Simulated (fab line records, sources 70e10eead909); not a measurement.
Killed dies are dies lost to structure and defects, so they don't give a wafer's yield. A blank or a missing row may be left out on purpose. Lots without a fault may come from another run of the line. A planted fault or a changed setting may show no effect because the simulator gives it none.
fab line records | flow nand_harc
record lots=6 wafers=18 last_day=34
route steps=1302 shown THIN_TSV@1260 END@1301
lots that met no fault: from a run of the same line without faults
start_h: hours from the record's first day to the start of the lot's first wafer shown | wait_h: hours since the lot's step before | " the same as in the row above | L1.1+2: a row that stands for several wafers | - no value, or no start given | * or withheld: withheld | < > ~ a bound
route shown NAME@n: a module of which the file shows steps, and the number in the route of the first | usual: mean/standard deviation of fault-free wafers | same: alike in all rows | chamber/n: place in a boat | sites: the reading at each site | _std_site: their standard deviation | _edge_site: outer sites' mean less inner sites' | radius_mm: how far each site lies from the wafer's centre | mask NAME#n: copy n | behind: the tool/chamber that last shaped the wafer | hold: why the lot was held/for how many hours/how that ended | device: the transistor (n, p or np) that didn't switch | end of line: the same wafers' tests at the end of the route | a step without rows: its recipe alone | killed: dies lost to structure and defects at the first sort, not the wafer's yield | map: a wafer's dies, x killed, . not, _ none there
set.NAME: the setting as run; set.NAME@STEP: as run at that earlier step | model.NAME: the simulator's own value behind a step, which no gauge read
lots at some steps of the route; a table a step, a row a wafer
services: from which hour (start_h, from the record's first day; less than 0 if before it) a tool's chamber was out of use, for how many hours, and why
## steps
# step NHARC_THIN_TSV_HARDBAKE_13
# recipe temp_c=125 time_s=80
# step NHARC_THIN_TSV_DESCUM_14
# recipe time_s=3 o2_flow_sccm=200 ar_flow_sccm=0 bias_power_w=0 chemistry=O2
# usual drypump_motor_current_A=5.6/0.36 oes_product_au=1.005/0.014 rf_vpp_V=57.9/0.75 showerhead_plenum_p_Torr=1.90/0.063 throttle_valve_pct=11.310/0.0087
# same time_s=3
# columns lot.wafer tool chamber start_h wait_h drypump_motor_current_A oes_product_au rf_hours_counter_h rf_vpp_V showerhead_plenum_p_Torr throttle_valve_pct
L548.1 rie_diel-02 1 557.12 - 6.1 0.996 8 57.1 1.79 11.315
L548.3 " 2 " " 5.5 1.000 7 56.2 1.99 11.312
L548.6 " 0 " " 5.1 0.970 - 59.0 1.86 11.312
L553.1 rie_diel-02 1 588.53 - 6.0 0.990 0 56.2 1.79 11.327
L553.6 " 3 " " 5.8 1.035 - 57.8 2.01 11.325
L553.5 " 0 " " 5.1 0.985 - 58.2 1.85 11.303
L559.2 rie_diel-02 3 691.73 - 5.8 1.028 7 57.6 2.01 11.307
L559.5 " 0 " " 5.1 0.978 - 58.2 1.85 11.305
L559.6 " 1 " " 6.1 1.008 - 57.4 1.79 11.321
L561.4 rie_diel-11 3 694.17 - 5.3 0.998 3 58.0 1.86 11.301
L561.2 " 0 " " 5.7 1.016 3 58.8 1.93 11.314
L561.3 " 2 " " 5.3 1.004 3 58.4 1.92 11.296
L568.2 rie_diel-02 3 757.09 - 5.8 0.998 0 58.0 2.00 11.315
L568.1 " 0 " " 5.1 0.992 0 58.1 1.85 11.307
L568.5 " 2 " " 5.5 0.995 - 57.3 1.99 11.315
L570.2 rie_diel-11 2 806.23 - 5.3 0.995 0 58.1 1.92 11.289
L570.3 " 3 " " 5.3 0.981 0 58.4 1.85 11.315
L570.6 " 2 " " 5.3 0.997 - 57.0 1.92 11.321
# step NHARC_THIN_TSV_ETCH_44
# recipe target_depth_a=15942 time_s=797.1 cf4_flow_sccm=150 o2_flow_sccm=10 ar_flow_sccm=0 rf_w=300 bias_w=800 chemistry=CF4/O2
# step NHARC_THIN_TSV_ETCH_15
# recipe target_depth_a=30000 bosch_target_overetch_cycles=2 bosch_etch_step_s=2.8 bosch_dep_step_s=1.2 bosch_cycles=14
# step NHARC_THIN_TSV_CD_MEAS_16
# usual cd_nm=1000.3/2.4
# columns lot.wafer tool chamber start_h wait_h cd_nm
L548.1 cd_sem-01 - 557.91 0.1 995.3
L548.3 " - " " 1001.2
L548.6 " - " " 993.8
L553.1 cd_sem-03 - 589.31 0.1 995.4
L553.5 " - " " 1001.5
L553.6 " - " " 998.0
L559.2 cd_sem-02 - 692.51 0.1 997.1
L559.5 " - " " 996.0
L559.6 " - " " 1000.9
L561.2 cd_sem-03 - 694.97 0.1 1002.4
L561.3 " - " " 998.1
L561.4 " - " " 1002.9
L568.1 cd_sem-02 - 757.88 0.1 1001.7
L568.2 " - " " 1000.9
L568.5 " - " " 999.3
L570.2 cd_sem-01 - 807.05 0.1 1003.6
L570.3 " - " " 999.3
L570.6 " - " " 1001.8
# step NHARC_THIN_TSV_STRIP_45
# recipe power_w=1500 temp_c=250 chemistry=O2
# step NHARC_THIN_TSV_STRIP_46
# recipe time_s=1200 temp_c=72.5 chemistry=post_etch_residue_remover
# step NHARC_THIN_TSV_DEP_47
# recipe target_thk_a=2000 temp_c=withheld pressure_torr=6.5 rf_w=900 teos_flow_sccm=161.4 flow_sccm=2650 target_thk_nm=200 gas=O2 material=SiO2
# usual chamber_pressure_Torr=6.501/0.015 throttle_valve_pct=16.2/0.64
# columns lot.wafer tool chamber start_h wait_h chamber_pressure_Torr throttle_valve_pct
L548.1 pecvd-01 1 559.00 - 6.508 16.6
L548.3 " 2 " " 6.498 17.4
L548.6 " 1 " " 6.492 16.4
L553.1 pecvd-01 1 590.23 - 6.523 16.6
L553.6 " 0 " " 6.514 16.3
L553.5 " 2 " " 6.484 17.5
L559.2 pecvd-04 2 693.48 - 6.527 16.3
L559.5 " 1 " " 6.513 14.9
L559.6 " 2 " " 6.523 16.3
L561.2 pecvd-01 0 695.97 - 6.488 16.5
L561.3 " 1 " " 6.491 16.3
L561.4 " 0 " " 6.487 16.5
L568.1 pecvd-03 1 758.75 - 6.528 16.2
L568.2 " 0 " " 6.474 16.4
L568.5 " 0 " " 6.498 16.2
L570.2 pecvd-03 1 807.98 - 6.493 15.8
L570.3 " 2 " " 6.518 16.0
L570.6 " 2 " " 6.507 15.9
# step NHARC_THIN_TSV_ETCHBACK_48
# recipe target_depth_a=10285 over_etch_frac=0.3 time_s=405.17 ion_energy_ev=250 c4f8_flow_sccm=withheld ar_flow_sccm=withheld rf_w=600 bias_w=300 chemistry=C4F8/Ar
# step NHARC_THIN_TSV_STRIP_62
# recipe power_w=1500 temp_c=250 time_s=20 chemistry=N2/H2
# step NHARC_THIN_TSV_DEGAS_49
# recipe temp_c=300 time_s=120
# step NHARC_THIN_TSV_PRE_CLEAN_50
# recipe time_s=30 temp_c=280 gas=H2/He
# usual heater_power_w=406/38
# same time_s=30
# columns lot.wafer tool chamber start_h wait_h heater_power_w
L548.1 pvd_sputter-01 - - - 394
L548.3 " - " " 378
L548.6 " - " " 382
L553.1 pvd_sputter-02 - - - 413
L553.6 " - " " 423
L553.5 " - " " 490
L559.2 pvd_sputter-02 - - - 422
L559.6 " - " " 412
L559.5 " - " " 412
L561.3 pvd_sputter-02 - - - 426
L561.4 " - " " 423
L561.2 " - " " 413
L568.2 pvd_sputter-01 - - - 382
L568.1 " - " " 417
L568.5 " - " " 375
L570.2 pvd_sputter-01 - - - 348
L570.3 " - " " 367
L570.6 " - " " 353
# step NHARC_THIN_TSV_PVD_19
# recipe target_thk_a=200 chamber_pressure_pa=5 material=TaN
# usual throttle_valve_pct=29.9/0.87
# columns lot.wafer tool chamber start_h wait_h throttle_valve_pct
L548.1 pvd_sputter-01 - 560.09 - 29.1
L548.3 " - " " 30.8
L548.6 " - " " 29.2
L553.1 pvd_sputter-02 - 591.26 - 29.6
L553.6 " - " " 29.8
L553.5 " - " " 32.2
L559.2 pvd_sputter-02 - 694.47 - 29.5
L559.5 " - " " 29.5
L559.6 " - " " 29.3
L561.3 pvd_sputter-02 - 697.00 - 29.5
L561.4 " - " " 31.5
L561.2 " - " " 29.5
L568.2 pvd_sputter-01 - 759.82 - 29.7
L568.1 " - " " 28.8
L568.5 " - " " 29.9
L570.3 pvd_sputter-01 - 809.01 - 29.3
L570.2 " - " " 30.8
L570.6 " - " " 29.0
# step NHARC_THIN_TSV_PVD_51
# recipe target_thk_a=1000 chamber_pressure_pa=5 material=Cu
# usual throttle_valve_pct=29.9/0.84
# columns lot.wafer tool chamber start_h wait_h throttle_valve_pct
L548.3 pvd_sputter-01 - - - 29.7
L548.1 " - " " 29.0
L548.6 " - " " 29.1
L553.1 pvd_sputter-02 - - - 29.6
L553.5 " - " " 32.0
L553.6 " - " " 29.4
L559.2 pvd_sputter-02 - - - 31.7
L559.6 " - " " 29.4
L559.5 " - " " 30.5
L561.4 pvd_sputter-02 - - - 29.5
L561.3 " - " " 30.5
L561.2 " - " " 31.2
L568.2 pvd_sputter-01 - - - 30.0
L568.1 " - " " 29.6
L568.5 " - " " 29.7
L570.2 pvd_sputter-01 - - - 30.4
L570.3 " - " " 29.0
L570.6 " - " " 29.5
# step NHARC_THIN_TSV_ECD_20
# recipe target_thk_a=20000 material=Cu
# step NHARC_THIN_TSV_ANNEAL_52
# recipe temp_c=225 time_s=90
# step NHARC_THIN_TSV_CMP_21
# recipe t_overpolish_s=30 target_thk_nm=2000
# step NHARC_THIN_TSV_SRD_23
# step NHARC_THIN_TSV_DEGAS_53
# recipe temp_c=300 time_s=60
# step NHARC_THIN_TSV_PRE_CLEAN_54
# recipe time_s=30 temp_c=280 gas=H2/He
# step NHARC_THIN_TSV_PVD_55
# recipe target_thk_a=500 material=TiN
# step NHARC_THIN_TSV_PVD_24
# recipe target_thk_a=8000 power_w=withheld chamber_pressure_pa=withheld substrate_temp_c=withheld time_s=withheld gas=Ar material=Al
# step NHARC_THIN_TSV_DEHYDRATE_25
# recipe temp_c=150 time_s=120
# step NHARC_THIN_TSV_HMDS_26
# recipe time_s=30
# step NHARC_THIN_TSV_COAT_27
# recipe spin_rpm=*
# step NHARC_THIN_TSV_SOFTBAKE_28
# recipe temp_c=122 time_s=95
# step NHARC_THIN_TSV_EBR_29
# step NHARC_THIN_TSV_EXPOSE_30
# recipe na=0.55 dose_mj=11.47 mask_id=PAD
# step NHARC_THIN_TSV_PEB_31
# recipe peb_temp_c=118 peb_time_s=85
# step NHARC_THIN_TSV_DEVELOP_32
# recipe time_s=70
# step NHARC_THIN_TSV_CD_MEAS_33
# recipe target_cd_nm=5000 landing_energy_ev=500
# usual cd_nm=5000.6/2.1
# columns lot.wafer tool chamber start_h wait_h cd_nm
L548.1 cd_sem-03 0 562.95 - 4999.1
L548.3 " 0 " " 5000.3
L548.6 " 0 " " 5001.6
L553.1 cd_sem-02 0 594.24 - 5000.3
L553.5 " 0 " " 5002.6
L553.6 " 0 " " 5004.3
L559.2 cd_sem-01 0 697.35 - 4998.8
L559.5 " 0 " " 4996.1
L559.6 " 0 " " 5000.2
L561.2 cd_sem-03 0 700.00 - 5003.9
L561.3 " 0 " " 5003.0
L561.4 " 0 " " 5001.4
L568.1 cd_sem-02 0 762.82 - 5001.2
L568.2 " 0 " " 4997.6
L568.5 " 0 " " 4999.4
L570.2 cd_sem-03 0 811.99 - 4999.8
L570.3 " 0 " " 4999.9
L570.6 " 0 " " 5001.4
# step NHARC_THIN_TSV_HARDBAKE_34
# recipe temp_c=125 time_s=80
# step NHARC_THIN_TSV_DESCUM_35
# recipe time_s=3 o2_flow_sccm=200 ar_flow_sccm=0 bias_power_w=0 chemistry=O2
# step NHARC_THIN_TSV_ETCH_59
# recipe target_depth_a=8800 icp_w=900 bias_w=100 Cl2_flow_sccm=60 bcl3_flow_sccm=30 time_s=138.1 chemistry=Cl2/BCl3
# step NHARC_THIN_TSV_ETCH_36
# recipe target_depth_a=650 over_etch_frac=0.3 time_s=18.571 ion_energy_ev=150 chemistry=Cl2/BCl3
# usual drypump_motor_current_A=5.8/0.62 oes_product_au=0.999/0.0095
# same time_s=18.571
# columns lot.wafer tool chamber start_h wait_h drypump_motor_current_A oes_product_au rf_hours_counter_h
L548.1 rie_metal-03 0 563.50 0.2 6.5 1.015 0.5
L548.3 " 1 " " 6.3 1.006 -
L548.6 " 0 " " 6.5 1.002 -
L553.1 rie_metal-01 0 594.78 0.2 6.2 0.991 0.4
L553.6 " 0 " " 6.2 0.998 -
L553.5 " 1 " " 4.8 1.022 -
L559.2 rie_metal-01 0 697.91 0.2 6.2 0.991 2.4
L559.6 " 1 " " 4.8 0.992 -
L559.5 " 0 " " 6.2 0.992 -
L561.2 rie_metal-01 0 700.55 0.2 6.2 0.992 2.6
L561.4 " 1 " " 4.8 0.984 -
L561.3 " 0 " " 6.2 0.981 -
L568.1 rie_metal-03 0 763.58 0.4 6.4 0.996 1.5
L568.2 " 0 " " 6.4 1.008 -
L568.5 " 0 " " 6.4 0.995 -
L570.2 rie_metal-03 0 812.55 0.2 6.4 0.998 2.1
L570.3 " 0 " " 6.5 0.993 -
L570.6 " 1 " " 6.3 1.003 -
# step NHARC_THIN_TSV_STRIP_56
# recipe power_w=1500 temp_c=250 chemistry=O2
# step NHARC_THIN_TSV_STRIP_57
# recipe time_s=1200 temp_c=72.5 chemistry=post_etch_residue_remover
# step NHARC_THIN_TSV_CD_MEAS_37
# usual cd_nm=5001/3.3
# columns lot.wafer tool chamber start_h wait_h cd_nm
L548.1 cd_sem-01 - 564.39 - 4996
L548.3 " - " " 5001
L548.6 " - " " 4997
L553.1 cd_sem-02 - 595.68 - 4997
L553.5 " - " " 5004
L553.6 " - " " 5004
L559.2 cd_sem-02 - 698.80 - 4995
L559.5 " - " " 4992
L559.6 " - " " 5003
L561.2 cd_sem-03 - 701.44 - 5008
L561.3 " - " " 5001
L561.4 " - " " 5005
L568.1 cd_sem-03 - 764.51 - 5003
L568.2 " - " " 4999
L568.5 " - " " 4999
L570.2 cd_sem-03 - 813.44 - 5003
L570.3 " - " " 5000
L570.6 " - " " 5003
# step NHARC_THIN_TSV_ANNEAL_58
# recipe temp_c=400 time_s=1800
# step NHARC_END_WLT_00
# usual VT_DECK1_BOTTOM=0.874/0.0072 VT_DECK1_BOTTOM_INNER=0.874/0.0074 VT_DECK1_MEDIAN_NEAR_BOTTOM=0.874/0.0069 VT_DECK1_MEDIAN_NEAR_BOTTOM_INNER=0.875/0.0079 VT_DECK1_MIDDLE=0.887/0.0062 VT_DECK1_MIDDLE_INNER=0.886/0.0069 VT_DECK1_TOP=0.897/0.0069 VT_DECK1_TOP_INNER=0.897/0.0074 VT_DECK2_BOTTOM=0.871/0.0096 VT_DECK2_BOTTOM_INNER=0.871/0.0095 VT_DECK2_MEDIAN_NEAR_BOTTOM=0.872/0.0097 VT_DECK2_MEDIAN_NEAR_BOTTOM_INNER=0.872/0.0095 VT_DECK2_MIDDLE=0.885/0.0086 VT_DECK2_MIDDLE_INNER=0.883/0.0082 VT_DECK2_TOP=0.895/0.008 VT_DECK2_TOP_INNER=0.895/0.0083
# columns lot.wafer tool chamber start_h wait_h hold VT_DECK1_BOTTOM VT_DECK1_BOTTOM_INNER VT_DECK1_MEDIAN_NEAR_BOTTOM VT_DECK1_MEDIAN_NEAR_BOTTOM_INNER VT_DECK1_MIDDLE VT_DECK1_MIDDLE_INNER VT_DECK1_TOP VT_DECK1_TOP_INNER VT_DECK2_BOTTOM VT_DECK2_BOTTOM_INNER VT_DECK2_MEDIAN_NEAR_BOTTOM VT_DECK2_MEDIAN_NEAR_BOTTOM_INNER VT_DECK2_MIDDLE VT_DECK2_MIDDLE_INNER VT_DECK2_TOP VT_DECK2_TOP_INNER
L548.1 prober-01 - 567.80 0.1 - 0.883 0.893 0.877 0.882 0.899 0.887 0.905 0.899 0.870 0.868 0.877 0.874 0.884 0.883 0.896 0.898
L548.3 " - 568.80 1.1 - 0.891 0.881 0.876 0.891 0.890 0.898 0.900 0.907 0.877 0.866 0.878 0.877 0.884 0.898 0.892 0.889
L548.6 " - 570.31 2.6 - 0.877 0.881 0.877 0.887 0.894 0.895 0.908 0.902 0.876 0.872 0.875 0.878 0.880 0.888 0.896 0.896
L553.1 prober-01 - 600.25 0.0 - 0.869 0.866 0.878 0.881 0.887 0.887 0.903 0.899 0.875 0.877 0.871 0.884 0.884 0.881 0.896 0.902
L553.5 " - 602.26 2.1 - 0.871 0.879 0.881 0.875 0.887 0.880 0.904 0.894 0.875 0.883 0.870 0.877 0.880 0.893 0.891 0.893
L553.6 " - " " - 0.882 0.886 0.886 0.887 0.897 0.902 0.902 0.903 0.861 0.861 0.861 0.861 0.885 0.875 0.898 0.893
L561.2 prober-01 - 707.03 3.4 await_dispo/0.2h/release 0.878 0.865 0.874 0.868 0.889 0.886 0.895 0.895 0.874 0.876 0.884 0.884 0.894 0.892 0.910 0.909
L561.3 " - " " await_dispo/0.2h/release 0.874 0.871 0.870 0.864 0.886 0.881 0.897 0.904 0.875 0.873 0.873 0.869 0.894 0.890 0.903 0.910
L561.4 " - " " await_dispo/0.2h/release 0.867 0.874 0.876 0.879 0.893 0.882 0.899 0.904 0.880 0.887 0.886 0.886 0.894 0.898 0.898 0.912
L561.2 prober-01 - 711.82 4.3 - 0.870 0.871 0.873 0.873 0.885 0.888 0.896 0.894 0.872 0.876 0.873 0.882 0.891 0.884 0.905 0.906
L561.3 " - " " - 0.879 0.876 0.876 0.867 0.882 0.886 0.897 0.899 0.866 0.867 0.872 0.871 0.888 0.891 0.905 0.906
L561.4 " - " " - 0.872 0.875 0.877 0.880 0.885 0.890 0.889 0.891 0.885 0.893 0.886 0.890 0.895 0.898 0.912 0.907
L559.2 prober-01 - 711.83 8.2 await_dispo/5.2h/release 0.887 0.879 0.875 0.883 0.893 0.892 0.908 0.896 0.878 0.882 0.884 0.882 0.890 0.894 0.907 0.900
L559.5 " - 713.37 9.8 await_dispo/5.2h/release 0.871 0.868 0.871 0.878 0.892 0.878 0.901 0.904 0.884 0.885 0.889 0.882 0.894 0.893 0.904 0.905
L559.6 " - " " await_dispo/5.2h/release 0.885 0.884 0.880 0.883 0.897 0.889 0.907 0.901 0.884 0.879 0.879 0.890 0.898 0.894 0.896 0.899
L568.1 prober-02 - 769.73 1.8 - 0.875 0.872 0.866 0.872 0.880 0.880 0.903 0.890 0.864 0.864 0.870 0.866 0.883 0.876 0.890 0.886
L568.2 " - " " - 0.870 0.873 0.867 0.865 0.888 0.887 0.898 0.902 0.882 0.866 0.869 0.873 0.891 0.894 0.895 0.894
L568.5 " - 771.73 3.8 - 0.873 0.881 0.876 0.869 0.886 0.889 0.910 0.892 0.878 0.871 0.875 0.875 0.888 0.892 0.894 0.903
L570.2 prober-02 - 819.37 0.6 - 0.873 0.877 0.868 0.875 0.879 0.884 0.890 0.900 0.877 0.878 0.882 0.886 0.884 0.889 0.904 0.894
L570.3 " - " " - 0.866 0.869 0.872 0.864 0.881 0.881 0.892 0.896 0.866 0.860 0.863 0.864 0.885 0.881 0.892 0.896
L570.6 " - 821.36 2.5 - 0.861 0.867 0.867 0.869 0.887 0.870 0.893 0.890 0.861 0.856 0.858 0.860 0.877 0.875 0.897 0.883
# step NHARC_END_SORT_01
# recipe temp_c=25
# usual defect_limited_yield=90.9/2.4 killed_at_array=56/17 killed_at_other=1.2/1.4 killed_at_periphery=4/3.2 killed_dies=61/16 killed_open=3.6/2.1 killed_short=2.7/1.8
# same gross_dies=677
# columns lot.wafer tool chamber start_h wait_h hold defect_limited_yield[%] killed_at_array killed_at_other killed_at_periphery killed_dies killed_open killed_short
L548.1 prober-01 0 570.81 2.5 - 95.0 33 0 1 34 4 3
L548.3 prober-01 0 572.41 3.1 - 92.8 45 1 3 49 2 4
L548.6 prober-01 0 574.81 4.0 - 92.9 43 1 4 48 6 4
L553.1 prober-01 0 603.26 2.5 - 90.0 59 3 6 68 1 2
L553.5 prober-01 0 606.48 3.7 - 90.8 57 1 4 62 2 0
L553.6 prober-01 0 607.28 4.0 - 88.6 74 3 0 77 2 1
L559.2 prober-02 0 715.20 2.9 await_dispo/5.7h/release 81.1 63 55 10 128 7 6
L559.5 prober-02 0 717.60 3.7 await_dispo/5.7h/release 82.9 63 50 3 116 9 3
L559.6 prober-02 0 718.40 4.0 await_dispo/5.7h/release 82.3 28 89 3 120 5 2
L561.2 prober-02 0 723.12 10.8 await_dispo/4.0h/release 81.7 70 50 4 124 2 3
L561.3 prober-02 0 723.92 11.1 await_dispo/4.0h/release 81.1 44 82 2 128 1 2
L561.4 prober-02 0 724.72 11.4 await_dispo/4.0h/release 84.2 63 41 3 107 0 0
L568.1 prober-02 0 772.73 2.5 - 90.3 62 2 2 66 3 6
L568.2 prober-02 0 773.51 2.8 - 92.3 44 0 8 52 5 5
L568.5 prober-02 0 775.85 3.6 - 91.3 53 4 2 59 6 0
L570.2 prober-02 0 822.66 2.8 - 91.4 53 1 4 58 6 3
L570.3 prober-02 0 823.46 3.1 - 91.4 50 0 8 58 6 1
L570.6 prober-02 0 825.86 4.0 - 91.0 51 1 9 61 4 4
# killed by level:class
L548.1 A_CHANNEL_HOLE_D2:chamber_film_flake=22 A_SGD_CUT:chamber_film_flake=2 A_CONTACT:chamber_film_flake=2 P_M0:geometric_particle:open=1 A_SOURCE_PLATE:geometric_particle:open=1 A_CHANNEL_HOLE_D1:geometric_particle:open=1 A_DECK1_JOINT:geometric_particle:short=1 A_WL_FILL:geometric_particle:short=1
L548.3 A_CHANNEL_HOLE_D2:chamber_film_flake=35 A_CONTACT:chamber_film_flake=2 A_DECK1_JOINT:chamber_film_flake=2 P_CONTACT:geometric_particle:open=1 P_M2:geometric_particle:short=1 A_SOURCE_PLATE:geometric_particle:short=1 A_ONON_D1:geometric_particle:short=1 A_CHANNEL_FILL_D1:geometric_particle:open=1
L548.6 A_CHANNEL_HOLE_D2:chamber_film_flake=22 A_CONTACT:chamber_film_flake=8 A_CHANNEL_HOLE_D1:chamber_film_flake=5 A_WL_FILL:geometric_particle:short=2 P_STI:geometric_particle:short=1 P_GATE:geometric_particle:open=1 P_M0:geometric_particle:open=1 A_SOURCE_PLATE:geometric_particle:open=1
L553.1 A_SLIT:chamber_film_flake=24 A_CHANNEL_HOLE_D2:chamber_film_flake=21 A_CONTACT:chamber_film_flake=4 A_CHANNEL_HOLE_D1:chamber_film_flake=3 A_CHANNEL_FILL_D1:chamber_film_flake=3 THIN_TSV:chamber_film_flake=3 P_GATE:geometric_particle:open=1 P_M1:geometric_particle:short=1
L553.5 A_SLIT:chamber_film_flake=30 A_CHANNEL_HOLE_D2:chamber_film_flake=18 A_CHANNEL_FILL_D1:chamber_film_flake=5 P_ZERO_WELL:chamber_film_flake=2 A_STAIRCASE:chamber_film_flake=2 P_M0:geometric_particle:open=1 A_CHANNEL_FILL_D1:geometric_particle:open=1 P_GATE:chamber_film_flake=1
L553.6 A_CHANNEL_HOLE_D2:chamber_film_flake=40 A_SLIT:chamber_film_flake=23 A_CONTACT:chamber_film_flake=6 THIN_TSV:chamber_film_flake=3 A_ONON_D2:geometric_particle:open=1 A_CHANNEL_FILL_D2:geometric_particle:open=1 A_SLIT:geometric_particle:short=1 A_CHANNEL_HOLE_D1:chamber_film_flake=1
L559.2 THIN_TSV:unspecified=54 A_SLIT:chamber_film_flake=30 P_M2:chamber_film_flake=7 A_CHANNEL_HOLE_D1:chamber_film_flake=7 A_CONTACT:chamber_film_flake=5 A_ONON_D2:geometric_particle:open=3 A_CHANNEL_FILL_D2:geometric_particle:open=2 A_ZERO_WELL:chamber_film_flake=2
L559.5 THIN_TSV:unspecified=50 A_SLIT:chamber_film_flake=33 A_CONTACT:chamber_film_flake=7 A_CHANNEL_FILL_D1:chamber_film_flake=4 A_CHANNEL_HOLE_D1:chamber_film_flake=3 P_GATE:geometric_particle:open=2 A_ONON_D1:geometric_particle:open=2 A_WL_FILL:geometric_particle:short=2
L559.6 THIN_TSV:unspecified=89 A_CONTACT:chamber_film_flake=11 A_SLIT:chamber_film_flake=6 P_M0:geometric_particle:open=2 A_CHANNEL_FILL_D1:chamber_film_flake=2 P_CONTACT:geometric_particle:open=1 A_ONON_D2:geometric_particle:short=1 A_SGD_CUT:geometric_particle:short=1
L561.2 THIN_TSV:unspecified=50 A_CHANNEL_HOLE_D1:chamber_film_flake=29 A_CHANNEL_HOLE_D2:chamber_film_flake=26 P_GATE:chamber_film_flake=3 A_SLIT:chamber_film_flake=3 A_STAIRCASE:chamber_film_flake=3 A_WL_FILL:chamber_film_flake=2 P_M0:geometric_particle:open=1
L561.3 THIN_TSV:unspecified=82 A_CHANNEL_HOLE_D1:chamber_film_flake=24 A_CHANNEL_HOLE_D2:chamber_film_flake=9 A_CONTACT:chamber_film_flake=4 A_SLIT:chamber_film_flake=3 P_M0:geometric_particle:open=1 A_CHANNEL_FILL_D1:geometric_particle:short=1 A_CHANNEL_FILL_D2:geometric_particle:short=1
L561.4 THIN_TSV:unspecified=41 A_CHANNEL_HOLE_D1:chamber_film_flake=29 A_CHANNEL_HOLE_D2:chamber_film_flake=26 A_CONTACT:chamber_film_flake=5 A_SLIT:chamber_film_flake=2 P_ZERO_WELL:chamber_film_flake=1 P_GATE:chamber_film_flake=1 P_M2:chamber_film_flake=1
L568.1 A_CHANNEL_HOLE_D2:chamber_film_flake=33 A_CHANNEL_HOLE_D1:unspecified=5 A_CHANNEL_HOLE_D1:chamber_film_flake=4 A_SLIT:chamber_film_flake=4 A_CONTACT:chamber_film_flake=4 A_WL_FILL:geometric_particle:short=2 P_ZERO_WELL:chamber_film_flake=2 A_STAIRCASE:chamber_film_flake=2
L568.2 A_CHANNEL_HOLE_D2:chamber_film_flake=24 A_CHANNEL_HOLE_D1:unspecified=4 A_SLIT:chamber_film_flake=3 A_DECK1_JOINT:geometric_particle:short=2 P_ZERO_WELL:chamber_film_flake=2 P_GATE:chamber_film_flake=2 A_CONTACT:chamber_film_flake=2 P_CONTACT:geometric_particle:open=1
L568.5 A_CHANNEL_HOLE_D2:chamber_film_flake=26 A_SLIT:chamber_film_flake=8 A_CONTACT:chamber_film_flake=6 THIN_TSV:chamber_film_flake=4 A_STAIRCASE:chamber_film_flake=3 A_M0:geometric_particle:open=2 A_CHANNEL_HOLE_D1:geometric_particle:open=1 A_CHANNEL_HOLE_D2:geometric_particle:open=1
L570.2 A_SLIT:chamber_film_flake=33 A_CONTACT:chamber_film_flake=6 A_STAIRCASE:chamber_film_flake=4 A_M0:geometric_particle:open=3 A_CHANNEL_FILL_D2:geometric_particle:open=2 P_M0:geometric_particle:open=1 A_CHANNEL_FILL_D1:geometric_particle:short=1 A_DECK1_JOINT:geometric_particle:short=1
L570.3 A_SLIT:chamber_film_flake=36 P_CONTACT:chamber_film_flake=3 A_WL_FILL:geometric_particle:open=2 P_GATE:chamber_film_flake=2 A_STAIRCASE:chamber_film_flake=2 A_WL_FILL:chamber_film_flake=2 A_CONTACT:chamber_film_flake=2 P_CONTACT:geometric_particle:open=1
L570.6 A_SLIT:chamber_film_flake=31 P_CONTACT:chamber_film_flake=4 A_STAIRCASE:chamber_film_flake=3 A_WL_FILL:chamber_film_flake=3 A_M0:chamber_film_flake=3 P_GATE:chamber_film_flake=2 A_CONTACT:chamber_film_flake=2 P_M2:geometric_particle:short=1
# map L559.2 (x killed, . not)
____________.____________
_________......._________
_______..x.x......_______
______.............______
_____..............._____
____.....x........x..____
____............x....____
___............x......___
___...................___
__x.....x.....x..x.....__
__..................x..__
_x..x..................._
_xx....xx..............._
_xx.xx................x._
_xxxx..x............x..._
_xxxx..................._
xxxx.x...............x...
xxxxx..x..x..............
xxxxx.........x..x.......
xxxxxx...............x..x
xxxxx.......x....x.......
_xxxx............xx....._
_xxx...............xx.x._
_xxx.............xxx...._
_xxx............x.xxxx.._
_...........x....xx.xxx._
__...............xxxx..__
__...............x.x..x__
___...............xx.x___
___....x......x.xxx...___
____.x........x......____
____.........xx..x.x.____
_____.........x...xx_____
______........xx.x.______
_______..........x_______
_________.x....._________
____________.____________
# map L561.3 (x killed, . not)
____________.____________
_________......._________
_______..........._______
______.............______
_____..............._____
____.................____
____.................____
___...................___
___...................___
__.x...x...............__
__........x............__
_......................._
_......................._
_......................._
_.............x........._
_..............x.x......_
...............x.........
.........................
.........................
.............x...........
.........................
_.......x.......x......._
_................x......_
_..............x....x..._
_...........xxxx.......x_
_.xx.........xxx.x.x...._
__xxxx.......xxxxxxxx..__
__.x........xxxxxxxx...__
___xxxx....xxxxxxxx.x.___
___xxx....xxxxxxxxxx..___
____xxx....xxxxxxxxx.____
____xx.x...xxxxxxxxx.____
_____xxx...xxxxxxxx._____
______x..x.xxxxxxxx______
_______.....xxxxxx_______
_________..xxxxx_________
____________.____________
## services
# columns tool chamber start_h hours kind
pvd_sputter-01 - 563.59 2.2 repair
rie_diel-02 - 570.71 9.0 pm
pvd_sputter-01 - 571.11 7.1 repair
rie_metal-01 - 575.00 9.0 pm
pvd_sputter-02 - 581.01 4.6 repair
pvd_sputter-01 - 582.01 10.0 pm
pvd_sputter-01 - 596.88 1.0 repair
pecvd-01 2 620.33 6.5 repair
pecvd-01 1 622.92 13.7 repair
rie_diel-02 1 637.50 6.2 repair
pvd_sputter-02 - 638.05 10.0 pm
pecvd-01 2 638.57 6.4 repair
pecvd-01 - 673.27 13.0 pm
rie_metal-03 - 696.00 9.0 pm
pvd_sputter-01 - 709.21 2.4 repair
rie_metal-01 0 710.47 1.3 repair
rie_diel-02 1 723.25 2.1 repair
pvd_sputter-01 - 736.16 2.0 repair
pecvd-01 0 741.50 16.6 repair
rie_diel-02 - 747.71 9.0 pm
rie_metal-01 - 752.00 9.0 pm
pvd_sputter-01 - 760.05 10.0 pm
rie_metal-03 1 760.31 13.9 repair
rie_diel-02 - 801.13 0.9 repair
## key
first_sign step=NHARC_END_SORT_01 reading=killed_at_other direction=up sigmas=43 usual=1.2 struck=61.2
effect step=NHARC_END_SORT_01 reading=killed_dies direction=up sigmas=3.6 usual=61 struck=120
more_kills_born_at NHARC_THIN_TSV_PVD_19@pvd_sputter-02=366
met_at NHARC_THIN_TSV_PVD_19
struck_wafers L559.2,L559.5,L559.6,L561.2,L561.3,L561.4
onset_between 591.26 694.47
also_fits NHARC_THIN_TSV_PRE_CLEAN_50:pvd_sputter-02,NHARC_THIN_TSV_PVD_51:pvd_sputter-02,NHARC_THIN_TSV_ETCH_36:rie_metal-01
fault kind=chamber_particle_source tool=pvd_sputter-02 chamber=- onset_h=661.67 steps=NHARC_THIN_TSV_PVD_19 rate_per_visit_cm2=1.7814 end_h=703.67
